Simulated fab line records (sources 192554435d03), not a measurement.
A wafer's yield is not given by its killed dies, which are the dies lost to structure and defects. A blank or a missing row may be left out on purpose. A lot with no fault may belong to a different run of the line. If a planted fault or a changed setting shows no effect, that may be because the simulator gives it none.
Problem report, 8D (eight disciplines) form, completed by code || flow n5_finfet || the parts of the form that need people (team, actions taken, sign-off) are left out

## 1. PROBLEM STATEMENT
Wafers without a fault read 26.1 s, standard deviation 0.31; etch_rf_on_time_s at N5_GATE_CUT_CUT_ETCH_53 reads a mean of 32.1 s on 3 wafers belonging to 2 lots. That puts it +19 standard deviations away from the usual mean.
The step: etches W in SF6/Cl2, target depth 79.2 nm.
Seen first at day 8 11:05 on rie_metal-02, wafer L969.3. The record has a number at this step for 24 wafers belonging to 8 lots. Rule for "out", or "out of limits": more than 4 standard deviations from the usual mean. The rest of the wafers with a number are treated as sound.

## 2. WHAT IT IS AND WHAT IT IS NOT
{"question": "which readings at this step", "is": "etch_rf_on_time_s", "is not": "bias_w, drypump_motor_current_A, mfc_cl2_sccm, oes_product_au, throttle_valve_pct"}
{"question": "which lots", "is": "L969, L971", "is not": "L957, L958, L959, L962, L975, L976"}
{"question": "which wafers of those lots", "is": "L969.3, L969.5, L971.5", "is not": "L969.6, L971.4, L971.6"}
{"question": "read on which tools", "is": "rie_metal-02", "is not": "rie_metal-01"}
{"question": "when", "is": "from day 8 11:05", "is not": "up to then (13 sound wafers); but 8 sound wafers of L971, L975, L976 came after"}

## 3. SUSPECTS, AND WHAT RULES EACH OUT
Counting: if a tool at a process step up to the reading ran every lot that is out, it stays a suspect. Sound lots after the first of them don't rule it out here, since some wafers of a struck lot are sound.
- rie_diel-05 at N5_GATE_CUT_ETCH_36 (etches SiARC in CF4, target depth 13 nm, time 21.7 s): kept. Ran every lot that is out, first one L969 (day 8 10:43); last sound lot up to then L958 (day 5 17:53).
- rie_metal-02 at N5_GATE_CUT_CUT_ETCH_53 (etches W in SF6/Cl2, target depth 79.2 nm): kept. Ran every lot that is out, first one L969 (day 8 11:05); last sound lot up to then L962 (day 6 18:12). On those wafers its own readings are out: etch_rf_on_time_s.
- Within rie_metal-02 at N5_GATE_CUT_CUT_ETCH_53, the wafers that are out were processed in chamber 1 and their sound lot-mates in chamber 0.
Left after counting: rie_diel-05 at N5_GATE_CUT_ETCH_36, rie_metal-02 at N5_GATE_CUT_CUT_ETCH_53.

## 4. THE CAUSE (what the simulator had put in)
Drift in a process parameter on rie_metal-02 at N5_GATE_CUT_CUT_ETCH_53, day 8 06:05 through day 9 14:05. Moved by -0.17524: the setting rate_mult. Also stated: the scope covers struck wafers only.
2 suspects survive the count, and this tool is in that group.

## 5. SEQUENCE OF EFFECTS, ordered by route
Each row: a reading where the mean over the struck wafers with a number is more than 3 standard deviations away from the usual. Scope: only readings with a usual standard deviation given in the record; hours: median across lots of the time from each lot's start at the first step in this table that gives one to its start at this step; sigmas: change in usual standard deviations.
{"hours": 0, "step": "N5_GATE_CUT_CUT_ETCH_53", "reading": "etch_rf_on_time_s", "usual": "26.1 s", "on struck wafers": 32.1, "change": "+6.0", "sigmas": "+19"}
Its process steps:
- N5_GATE_CUT_CUT_ETCH_53: etches W in SF6/Cl2, target depth 79.2 nm.
Later measuring or inspecting steps at which every struck wafer that the step has a row for has a number for every such reading, and none has moved that far: N5_BEOL_M4_RC_MEAS_101.

## 6. WHAT WOULD HAVE CAUGHT IT SOONER
In this record no reading fell out of limits until day 8 11:05, 5 hours after the fault had begun at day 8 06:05.
